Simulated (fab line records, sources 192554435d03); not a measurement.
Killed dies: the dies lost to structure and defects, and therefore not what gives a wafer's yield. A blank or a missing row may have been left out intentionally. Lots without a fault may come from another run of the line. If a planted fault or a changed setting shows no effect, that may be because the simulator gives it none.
Matching of chambers	flow n5 finfet	N5_FIN_CUT_CUT_ETCH_15 on rie si-01: 4 sister chambers
The step etches Si in HBr/Cl2/O2, target depth 100 nm, bt time 10 s, time 42.4 s. 18 wafers are shown with their chamber, then 9 later ones without.

WAFERS WITH THEIR CHAMBER
wafer	chamber	throttle valve pct (%)	oes product au (a.u.)	HBr_flow_sccm (sccm)
L075.2	3	36.7	1.012	148.6
L075.4	0	37.4	1.023	150.3
L075.6	0	37.4	1.021	149.9
L078.1	1	36.6	1.003	149.7
L078.2	0	37.4	1.023	149.3
L078.5	0	37.4	1.026	150.4
L079.1	0	37.4	1.012	149.9
L079.3	3	36.7	1.006	149.3
L079.5	2	37.9	0.999	150.6
L080.4	3	36.7	1.015	149.3
L080.5	1	36.6	1.001	149.8
L080.6	2	37.9	0.992	150.6
L083.1	3	36.7	1.013	150.2
L083.4	0	37.4	1.028	149.6
L083.5	1	36.7	1.001	149.6
L087.1	2	37.9	1.003	150.6
L087.2	0	37.4	1.030	150.2
L087.5	1	36.6	0.994	150.4

SIGNATURES (means of the wafers above)
reading	chamber 0	chamber 1	chamber 2	chamber 3	scatter within a chamber
throttle valve pct	37.400	36.625	37.900	36.700	0.0231
oes product au	1.02329	0.99975	0.99800	1.01150	0.00508
HBr_flow_sccm	149.943	149.875	150.600	149.350	0.432
Rule: for a wafer and a chamber, the distance is found by dividing, reading by reading, the gap between the wafer's reading and the chamber's mean by the reading's scatter, squaring, summing and taking the root. If the next closest chamber is less than 2 further off than the closest, the wafer can't be placed; otherwise it belongs to the closest. How the scatter is found: for the shown wafers, subtract from each reading the mean of its chamber, square and add these, divide the total by (wafers less chambers), then take the root.

WAFERS WITHOUT THEIR CHAMBER
wafer	throttle valve pct (%)	oes product au (a.u.)	HBr_flow_sccm (sccm)
L089.1	37.4	1.021	150.3
L089.2	36.7	1.009	149.7
L089.6	37.9	0.987	149.7
L094.2	37.4	1.024	150.2
L094.3	36.7	1.014	150.6
L094.4	37.9	0.998	150.7
L096.3	36.6	0.997	150.1
L096.4	37.4	1.027	149.6
L096.5	37.4	1.019	149.9

THE CHAMBER EACH PASSED THROUGH
wafer	from the rows above	in truth
L089.1	0	0
L089.2	3	3
L089.6	2	2
L094.2	0	0
L094.3	can't be placed: 3 or 1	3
L094.4	2	2
L096.3	1	1
L096.4	0	0
L096.5	0	0
Correct placement for 8 of the 9. Can't be placed from these rows: 1 (the true chamber is among the candidates in 1). Wrongly placed: 0.
